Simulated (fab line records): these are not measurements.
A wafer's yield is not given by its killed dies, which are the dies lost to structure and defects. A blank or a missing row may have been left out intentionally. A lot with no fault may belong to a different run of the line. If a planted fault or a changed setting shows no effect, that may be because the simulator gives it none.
fab line records	flow nand-harc
record: lots: 12	wafers: 34	last-day: 34
route steps=1302 shown A_M1@1181 END@1302
lots that met no fault: taken from a fault-free run of the same line
start-h: the number of hours between the record's first day and the start of the first shown wafer of the lot	wait-h: hours since the lot's step before	" as in the row above	L1.1+2: a single row standing in for several wafers	- value missing, or start not given	* or withheld: withheld	< > ~ a bound
route shown NAME@n: names a module that has steps shown in the file, with the first one's number in the route	usual: average and standard deviation across the fault-free wafers	same: alike in all rows	chamber/n: place in a boat	sites: the reading at each site	_std_site: how widely they spread, as a standard deviation	_edge_site: inner sites' mean taken away from outer sites' mean	radius-mm: for every site, how far away it sits from the centre of the wafer	mask NAME#n: copy n	behind: tool/chamber where the wafer was last shaped	hold: the reason the lot was held/the length of the hold in hours/how it ended	device: names the non-switching transistor (n, p or np)	end of line: tests run on the same wafers once the route is complete	a step with no rows: only its recipe	killed: count of dies lost to structure and defects at first sort (not the wafer's yield)	map: the dies of a wafer, with x for killed, . for not killed, _ for no die there
set.NAME: setting as actually run; set.NAME@STEP: the setting as run at that earlier step	model.NAME: the simulator's own value behind a step, which no gauge read
a sample of lots followed through the steps of the route, with each step as a table and each wafer as a row
services: when a tool's chamber went out of use (start-h, in hours from the record's first day, below 0 if earlier), for how many hours, and the reason
== steps ==
step: NHARC_A_M1_INSPECT_11
usual: raw-defect-count: 84/35
lot.wafer	tool	chamber	start-h	wait-h	raw-defect-count
L713.1	defect-inspect-02	-	537.07	0.0	78
L713.3	"	-	"	"	59
L713.5	"	-	"	"	60
L714.1	defect-inspect-01	-	538.83	0.0	78
L714.3	"	-	"	"	83
L714.4	"	-	"	"	75
L715.1	defect-inspect-02	-	549.11	0.0	24
L715.4	"	-	"	"	22
L715.6	"	-	"	"	28
L717.3	defect-inspect-01	-	556.30	0.0	120
L717.4	"	-	"	"	100
L717.6	"	-	"	"	109
L725.2	defect-inspect-01	-	644.66	0.0	24
L725.5	"	-	"	"	22
L726.2	defect-inspect-01	-	662.77	0.0	120
L726.5	"	-	"	"	107
L727.3	defect-inspect-02	-	668.84	0.0	69
L727.4	"	-	"	"	58
L727.6	"	-	"	"	66
L728.3	defect-inspect-01	-	677.40	0.0	71
L728.4	"	-	"	"	74
L728.5	"	-	"	"	68
L732.2	defect-inspect-02	-	707.15	0.0	159
L732.3	"	-	"	"	144
L732.4	"	-	"	"	125
L735.1	defect-inspect-01	-	737.51	0.0	69
L735.4	"	-	"	"	50
L735.5	"	-	"	"	65
L734.2	defect-inspect-01	-	739.08	0.0	86
L734.4	"	-	"	"	111
L734.5	"	-	"	"	96
L736.1	defect-inspect-02	-	767.16	0.0	115
L736.3	"	-	"	"	114
L736.5	"	-	"	"	111
step: NHARC_A_M1_ETCH_35
recipe: target-depth-a: 400	overetch-a: 120	time-s: 43.94	ion-energy-ev: 200	n2-flow-sccm: 150	h2-flow-sccm: 150	ar-flow-sccm: 0	rf-w: 400	bias-w: 150	chemistry: N2/H2
usual: drypump-motor-current-A: 5.8/0.47	oes-product-au: 1.003/0.0093	rf-vpp-V: 429.1/2.2	showerhead-plenum-p-Torr: 1.99/0.072	throttle-valve-pct: 14.172/0.0084
lot.wafer	tool	chamber	start-h	wait-h	drypump-motor-current-A	oes-product-au	rf-hours-counter-h	rf-vpp-V	showerhead-plenum-p-Torr	throttle-valve-pct
L713.1	rie-diel-01	1	537.22	0.1	5.1	1.006	3.4	426.6	1.90	14.164
L713.3	"	0	"	"	5.2	0.993	3.4	428.0	1.97	14.175
L713.5	"	1	"	"	5.1	1.021	-	425.8	1.90	14.168
L714.1	rie-diel-07	1	538.98	0.1	6.4	1.016	3.3	429.0	1.98	14.160
L714.3	"	3	"	"	5.8	0.988	2.2	428.4	1.98	14.173
L714.4	"	0	"	"	5.8	1.007	2.6	428.2	1.97	14.180
L715.1	rie-diel-05	1	549.30	0.1	6.0	1.004	5.8	429.0	1.97	14.177
L715.4	"	0	"	"	5.0	0.992	-	428.5	1.94	14.181
L715.6	"	1	"	"	6.0	0.997	-	428.3	1.97	14.183
L717.3	rie-diel-07	0	556.47	0.1	5.8	0.999	3.7	427.6	1.97	14.173
L717.4	"	0	"	"	5.8	1.005	-	430.5	1.97	14.158
L717.6	"	1	"	"	6.4	1.022	-	428.0	1.98	14.185
L725.2	rie-diel-01	3	644.81	0.1	6.1	1.000	2.0	426.7	1.92	14.191
L725.5	"	0	"	"	5.2	1.013	-	428.9	1.97	14.157
L726.2	rie-diel-05	3	662.93	0.1	5.1	1.002	3.5	429.7	2.04	14.180
L726.5	"	1	"	"	6.0	1.011	-	429.1	1.97	14.147
L727.4	rie-diel-01	3	668.99	0.1	6.1	0.996	2.6	426.7	1.92	14.181
L727.3	"	0	"	"	5.2	0.999	2.5	427.7	1.97	14.161
L727.6	"	3	"	"	6.1	0.998	-	427.5	1.92	14.185
L728.3	rie-diel-05	1	677.55	0.1	6.0	1.003	4.8	428.8	1.97	14.167
L728.4	"	2	"	"	5.8	1.005	4.4	428.3	1.95	14.172
L728.5	"	2	"	"	5.7	0.994	-	426.3	1.95	14.177
L732.2	rie-diel-07	2	707.29	0.1	6.5	0.995	2.1	434.2	2.10	14.166
L732.3	"	0	"	"	5.8	1.010	3.1	428.1	1.97	14.170
L732.4	"	1	"	"	6.4	1.004	2.8	427.6	1.97	14.184
L735.1	rie-diel-07	0	737.69	0.1	5.8	1.014	4.4	428.9	1.97	14.163
L735.5	"	2	"	"	6.5	1.013	-	431.4	2.10	14.171
L735.4	"	0	"	"	5.8	1.013	-	427.6	1.97	14.165
L734.2	rie-diel-07	0	739.23	0.1	5.8	0.996	4.5	428.3	1.97	14.182
L734.4	"	3	"	"	5.8	1.007	5.0	428.6	1.98	14.177
L734.5	"	0	"	"	5.8	0.989	-	428.1	1.97	14.179
L736.1	rie-diel-01	2	767.33	0.1	5.8	0.998	0.9	434.4	2.17	14.174
L736.3	"	3	"	"	6.1	0.992	0.9	428.2	1.91	14.169
L736.5	"	0	"	"	5.2	1.019	-	429.1	1.97	14.182
step: NHARC_A_M1_STRIP_18
recipe: power-w: 1000	n2-flow-sccm: 150	h2-flow-sccm: 150	ar-flow-sccm: 0	bias-w: 0	chemistry: N2/H2
usual: drypump-motor-current-A: 5.6/0.45	oes-product-au: 1.003/0.008	rf-vpp-V: 90.4/0.88	showerhead-plenum-p-Torr: 1.99/0.087	throttle-valve-pct: 14.170/0.0092
lot.wafer	tool	chamber	start-h	wait-h	drypump-motor-current-A	oes-product-au	rf-hours-counter-h	rf-vpp-V	showerhead-plenum-p-Torr	throttle-valve-pct
L713.3	rie-diel-05	3	537.56	0.1	5.2	0.979	6.5	90.1	2.04	14.173
L713.1	"	0	"	"	5.0	0.986	5.8	90.3	1.94	14.165
L713.5	"	1	"	"	6.0	1.000	-	90.2	1.97	14.172
L714.4	rie-diel-01	2	539.27	0.1	5.9	1.008	3.5	91.7	2.17	14.168
L714.1	"	3	"	"	6.2	1.007	3.5	89.5	1.92	14.175
L714.3	"	0	"	"	5.2	1.012	3.5	89.6	1.97	14.172
L715.1	rie-diel-07	3	549.75	0.1	5.8	0.993	2.4	91.3	1.98	14.186
L715.4	"	1	"	"	6.4	1.009	-	88.9	1.98	14.154
L715.6	"	3	"	"	5.8	0.993	-	89.8	1.98	14.176
L717.3	rie-diel-01	2	556.81	0.1	5.9	0.996	4.1	91.8	2.17	14.163
L717.4	"	0	"	"	5.2	1.009	4.1	91.3	1.97	14.167
L717.6	"	1	"	"	5.2	1.009	-	90.4	1.90	14.181
L725.2	rie-diel-01	0	645.10	0.1	5.2	0.999	2.1	92.0	1.97	14.157
L725.5	"	0	"	"	5.2	0.999	-	89.4	1.97	14.171
L726.2	rie-diel-01	2	663.22	0.1	5.8	1.012	2.4	91.1	2.17	14.174
L726.5	"	3	"	"	6.1	0.999	-	88.8	1.92	14.184
L727.3	rie-diel-05	0	669.31	0.1	5.1	1.013	3.9	90.6	1.94	14.162
L727.4	"	2	"	"	5.7	0.999	4.3	89.8	1.95	14.171
L727.6	"	3	"	"	5.1	0.999	-	89.9	2.04	14.181
L728.4	rie-diel-01	2	677.85	0.1	5.9	1.002	3.2	91.2	2.17	14.148
L728.3	"	0	"	"	5.2	1.017	3.0	90.5	1.97	14.162
L728.5	"	2	"	"	5.9	1.000	-	90.9	2.17	14.186
L732.2	rie-diel-05	0	707.61	0.1	5.0	1.008	6.5	90.0	1.94	14.171
L732.3	"	1	"	"	5.9	1.006	7.0	91.2	1.97	14.176
L732.4	"	2	"	"	5.7	1.007	6.5	89.8	1.94	14.169
L735.4	rie-diel-05	0	738.00	0.1	5.0	0.999	7.7	89.8	1.94	14.168
L735.1	"	2	"	"	5.8	1.008	8.0	90.0	1.94	14.171
L735.5	"	0	"	"	5.0	0.994	-	89.4	1.94	14.171
L734.2	rie-diel-07	1	739.53	0.1	6.4	1.011	5.4	90.8	1.97	14.163
L734.4	"	3	"	"	5.8	1.002	5.1	90.6	1.98	14.177
L734.5	"	1	"	"	6.4	1.016	-	90.7	1.97	14.178
L736.1	rie-diel-01	2	767.65	0.1	5.8	0.999	1.0	92.1	2.17	14.152
L736.3	"	0	"	"	5.2	1.001	0.9	90.0	1.97	14.163
L736.5	"	2	"	"	5.8	0.991	-	91.9	2.17	14.162
step: NHARC_A_M1_CMP_23
recipe: t-overpolish-s: 20	target-thk-nm: 154.34
usual: motor-current-A: 11.9/1	time-to-endpoint-s: 28.6/2.5
lot.wafer	tool	chamber	start-h	wait-h	motor-current-A	time-to-endpoint-s
L713.1	cmp-02	0	539.66	-	12.5	28.1
L713.3	"	2	"	"	12.7	30.7
L713.5	"	1	"	"	12.0	28.6
L714.1	cmp-02	2	541.00	-	12.5	31.9
L714.4	"	3	"	"	11.2	28.1
L714.3	"	1	"	"	11.3	28.1
L715.1	cmp-02	0	551.50	-	13.6	28.9
L715.4	"	1	"	"	11.7	29.2
L715.6	"	1	"	"	11.6	29.4
L717.4	cmp-04	2	558.53	-	12.7	26.6
L717.3	"	1	"	"	10.2	25.0
L717.6	"	2	"	"	12.8	25.7
L725.2	cmp-02	1	646.88	-	11.4	16.7
L725.5	"	3	"	"	10.9	31.6
L726.2	cmp-02	1	665.03	-	11.0	14.1
L726.5	"	2	"	"	12.8	33.7
L727.4	cmp-03	0	671.06	-	10.5	28.7
L727.3	"	1	"	"	12.2	28.1
L727.6	"	2	"	"	12.9	30.6
L728.4	cmp-04	1	679.58	-	9.8	27.6
L728.3	"	2	"	"	12.5	28.2
L728.5	"	1	"	"	10.1	27.1
L732.2	cmp-04	3	709.30	-	12.3	31.7
L732.4	"	0	"	"	12.2	29.1
L732.3	"	1	"	"	9.7	29.3
L735.4	cmp-03	2	739.72	-	12.2	30.3
L735.1	"	3	"	"	12.7	28.2
L735.5	"	3	"	"	12.9	27.7
L734.4	cmp-04	2	741.28	-	13.0	25.3
L734.2	"	3	"	"	11.1	31.7
L734.5	"	1	"	"	9.7	25.0
L736.1	cmp-03	3	769.89	-	13.1	30.0
L736.3	"	2	"	"	12.3	28.8
L736.5	"	0	"	"	10.2	25.7
step: NHARC_A_M1_THK_MEAS_24
recipe: thk-meas-gauge: xrf
usual: thk-nm: 154.1/1.4
lot.wafer	tool	chamber	start-h	wait-h	thk-nm
L713.1	film-metro-01	-	539.97	-	154.2
L713.3	"	-	"	"	156.5
L713.5	"	-	"	"	153.7
L714.1	film-metro-01	-	541.31	-	157.3
L714.3	"	-	"	"	154.8
L714.4	"	-	"	"	154.4
L715.1	film-metro-01	-	551.81	-	152.8
L715.4	"	-	"	"	152.0
L715.6	"	-	"	"	153.3
L717.3	film-metro-01	-	558.84	-	152.7
L717.4	"	-	"	"	153.3
L717.6	"	-	"	"	154.3
L725.2	film-metro-02	-	647.14	-	145.8
L725.5	"	-	"	"	155.8
L726.2	film-metro-01	-	665.27	-	148.7
L726.5	"	-	"	"	157.7
L727.3	film-metro-01	-	671.32	-	155.3
L727.4	"	-	"	"	155.1
L727.6	"	-	"	"	154.9
L728.3	film-metro-01	-	679.89	-	152.7
L728.4	"	-	"	"	153.7
L728.5	"	-	"	"	153.6
L732.2	film-metro-01	-	709.62	-	155.9
L732.3	"	-	"	"	152.7
L732.4	"	-	"	"	154.9
L735.1	film-metro-01	-	740.03	-	156.4
L735.4	"	-	"	"	155.0
L735.5	"	-	"	"	154.0
L734.2	film-metro-02	-	741.57	-	154.0
L734.4	"	-	"	"	152.5
L734.5	"	-	"	"	152.5
L736.1	film-metro-02	-	770.21	-	155.6
L736.3	"	-	"	"	155.4
L736.5	"	-	"	"	152.6
step: NHARC_END_SORT_01
recipe: temp-c: 25
usual: defect-limited-yield: 90.9/2.8	killed-at-array: 56/19	killed-at-other: 1.0/1.3	killed-at-periphery: 3.8/2.2	killed-dies: 61/19	killed-open: 3.1/1.9	killed-short: 2.3/1.5
same: gross-dies: 677
lot.wafer	tool	chamber	start-h	wait-h	defect-limited-yield[%]	killed-at-array	killed-at-other	killed-at-periphery	killed-dies	killed-open	killed-short
L726.2	prober-02	0	701.43	2.8	86.7	79	6	5	90	1	5
L726.5	prober-02	0	703.82	3.7	88.6	71	3	3	77	4	3
L727.3	prober-01	0	705.91	3.1	91.7	50	3	3	56	2	2
L727.4	prober-01	0	706.71	3.4	94.1	38	1	1	40	4	1
L727.6	prober-01	0	708.32	4.0	92.0	46	2	6	54	0	2
L728.3	prober-02	0	713.28	3.1	91.7	55	0	1	56	3	3
L728.4	prober-02	0	714.09	3.4	92.3	50	0	2	52	4	3
L728.5	prober-02	0	714.90	3.7	92.9	45	1	2	48	3	2
killed by level:class
L726.2 A_SLIT:chamber-film-flake=41 A_CHANNEL_HOLE_D1:chamber-film-flake=25 THIN_TSV:chamber-film-flake=6 A_CONTACT:chamber-film-flake=5 P_M1:chamber-film-flake=2 P_GATE:geometric-particle:short=1 P_M2:geometric-particle:short=1 A_ONON_D1:geometric-particle:short=1
L726.5 A_SLIT:chamber-film-flake=30 A_CHANNEL_HOLE_D1:chamber-film-flake=28 A_CONTACT:chamber-film-flake=5 THIN_TSV:chamber-film-flake=3 A_CHANNEL_FILL_D1:geometric-particle:open=2 P_M1:chamber-film-flake=2 P_STI:geometric-particle:open=1 A_SOURCE_PLATE:geometric-particle:short=1
L727.3 A_CHANNEL_HOLE_D1:chamber-film-flake=31 A_SLIT:chamber-film-flake=7 A_CONTACT:chamber-film-flake=5 THIN_TSV:chamber-film-flake=2 A_WL_FILL:chamber-film-flake=2 A_BONDPAD:chamber-film-flake=2 P_M0:geometric-particle:open=1 P_M0:geometric-particle:short=1
L727.4 A_CHANNEL_HOLE_D1:chamber-film-flake=25 A_STAIRCASE:chamber-film-flake=3 A_SLIT:chamber-film-flake=2 A_CONTACT:chamber-film-flake=2 P_GATE:geometric-particle:open=1 A_ONON_D1:geometric-particle:open=1 A_ONON_D2:geometric-particle:open=1 A_CHANNEL_FILL_D2:geometric-particle:open=1
L727.6 A_CHANNEL_HOLE_D1:chamber-film-flake=34 P_STI:chamber-film-flake=5 A_SLIT:chamber-film-flake=4 A_CONTACT:chamber-film-flake=3 A_STAIRCASE:chamber-film-flake=2 A_SGD_CUT:geometric-particle:short=1 STARTING-WAFER:geometric-particle:short=1 P_GATE:chamber-film-flake=1
L728.3 A_SLIT:chamber-film-flake=27 A_CHANNEL_HOLE_D1:chamber-film-flake=8 A_CONTACT:chamber-film-flake=6 A_STAIRCASE:chamber-film-flake=4 A_BONDPAD:chamber-film-flake=2 A_SOURCE_PLATE:geometric-particle:open=1 A_CHANNEL_FILL_D1:geometric-particle:open=1 A_DECK1_JOINT:geometric-particle:short=1
L728.4 A_SLIT:chamber-film-flake=29 A_CHANNEL_HOLE_D1:chamber-film-flake=8 A_CONTACT:chamber-film-flake=5 A_BLC:geometric-particle:open=2 A_STAIRCASE:chamber-film-flake=2 P_CONTACT:geometric-particle:short=1 A_DECK1_JOINT:geometric-particle:open=1 A_CHANNEL_HOLE_D2:geometric-particle:open=1
L728.5 A_SLIT:chamber-film-flake=31 A_CONTACT:chamber-film-flake=5 A_CHANNEL_HOLE_D1:chamber-film-flake=3 A_STAIRCASE:chamber-film-flake=3 A_CHANNEL_FILL_D2:geometric-particle:short=2 P_CONTACT:geometric-particle:open=1 A_M1:geometric-particle:open=1 STARTING-WAFER:geometric-particle:open=1
== services ==
tool	chamber	start-h	hours	kind
rie-diel-05	3	526.55	2.7	repair
cmp-02	-	526.63	4.0	pm
rie-diel-05	3	541.62	14.4	repair
rie-diel-05	2	548.28	3.1	repair
rie-diel-07	2	549.55	14.6	repair
rie-diel-01	-	557.80	9.0	pm
rie-diel-01	-	567.37	0.1	repair
rie-diel-07	1	576.68	14.4	repair
rie-diel-05	-	583.61	9.0	pm
rie-diel-07	3	587.93	8.5	repair
cmp-02	-	624.63	4.0	pm
rie-diel-01	-	635.04	0.4	repair
rie-diel-07	-	648.63	9.0	pm
rie-diel-01	0	648.71	10.8	repair
rie-diel-07	2	666.39	7.8	repair
rie-diel-07	1	683.77	3.9	repair
rie-diel-07	0	694.88	4.4	repair
rie-diel-07	0	725.20	8.0	repair
rie-diel-07	3	729.33	9.5	repair
rie-diel-01	3	732.37	8.8	repair
rie-diel-01	-	734.80	9.0	pm
rie-diel-05	-	735.99	0.2	repair
rie-diel-01	1	757.77	19.3	repair
rie-diel-05	-	760.61	9.0	pm
== key ==
first-sign: step: NHARC_A_M1_CMP_23	reading: time-to-endpoint-s	direction: down	sigmas: 5.2	usual: *	struck: *
effect: step: NHARC_A_M1_THK_MEAS_24	reading: thk-nm	direction: down	sigmas: 4.8	usual: 154.1	struck: 147.3
met-at NHARC_A_M1_CMP_23
struck-lots L725,L726
struck-wafers L725.2,L726.2
not-acting-at NHARC_A_M1_INSPECT_11,NHARC_A_M1_ETCH_35,NHARC_A_M1_STRIP_18
onset-between 551.50 646.88
fault: kind: process-parameter-drift	tool: cmp-02	chamber: -	onset-h: 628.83	steps: NHARC_A_M1_CMP_23	channel: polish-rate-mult	offset: 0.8	shape: step	end-h: 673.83	scope: struck-wafers-only
